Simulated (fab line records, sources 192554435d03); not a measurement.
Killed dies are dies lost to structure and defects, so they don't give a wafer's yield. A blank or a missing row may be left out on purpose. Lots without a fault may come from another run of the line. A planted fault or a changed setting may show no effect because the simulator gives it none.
Chamber matching | flow n5_finfet | N5_BEOL_M8_STRIP_67 on rie_diel-04: 4 sister chambers
The step strips in CF4. 8 wafers are shown with their chamber, then 7 later ones without.

WAFERS WITH THEIR CHAMBER
wafer  | chamber | throttle_valve_pct (%) | showerhead_plenum_p_Torr (Torr)
L074.6 | 0       | 13.62                  | 1.92
L075.6 | 2       | 13.92                  | 1.77
L081.2 | 2       | 13.93                  | 1.76
L081.6 | 0       | 13.66                  | 1.91
L084.2 | 3       | 13.19                  | 1.76
L084.5 | 1       | 13.49                  | 1.84
L088.1 | 3       | 13.23                  | 1.76
L088.2 | 1       | 13.49                  | 1.83

WAFERS WITHOUT THEIR CHAMBER
wafer  | throttle_valve_pct (%) | showerhead_plenum_p_Torr (Torr)
L088.3 | 13.71                  | 1.91
L094.1 | 12.96                  | 1.83
L094.2 | 13.75                  | 1.90
L094.3 | 13.41                  | 1.75
L096.2 | 13.42                  | 1.75
L096.3 | 12.99                  | 1.83
L096.5 | 13.42                  | 1.75

WHICH CHAMBER EACH WENT THROUGH
wafer  | from the rows above | in truth
L088.3 | 0                   | 0
L094.1 | 3                   | 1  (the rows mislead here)
L094.2 | 0                   | 0
L094.3 | 3                   | 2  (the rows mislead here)
L096.2 | 3                   | 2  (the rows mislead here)
L096.3 | 3                   | 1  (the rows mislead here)
L096.5 | 3                   | 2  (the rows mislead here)
Placed correctly: 2 of 7. Can't be placed from these rows: 0. Placed wrongly: 5.
How it was worked out, from the rows above alone: a wafer's distance from a chamber is the root of the sum, over the readings, of the square of ((its reading less the chamber's mean) divided by the reading's scatter). The wafer belongs to the nearest chamber; if the next one is less than 2 further off, it can't be placed. A chamber's mean is the mean of its shown wafers. The scatter: the root of (the sum of the squares of (reading less its chamber's mean) over the shown wafers, divided by (wafers less chambers)).
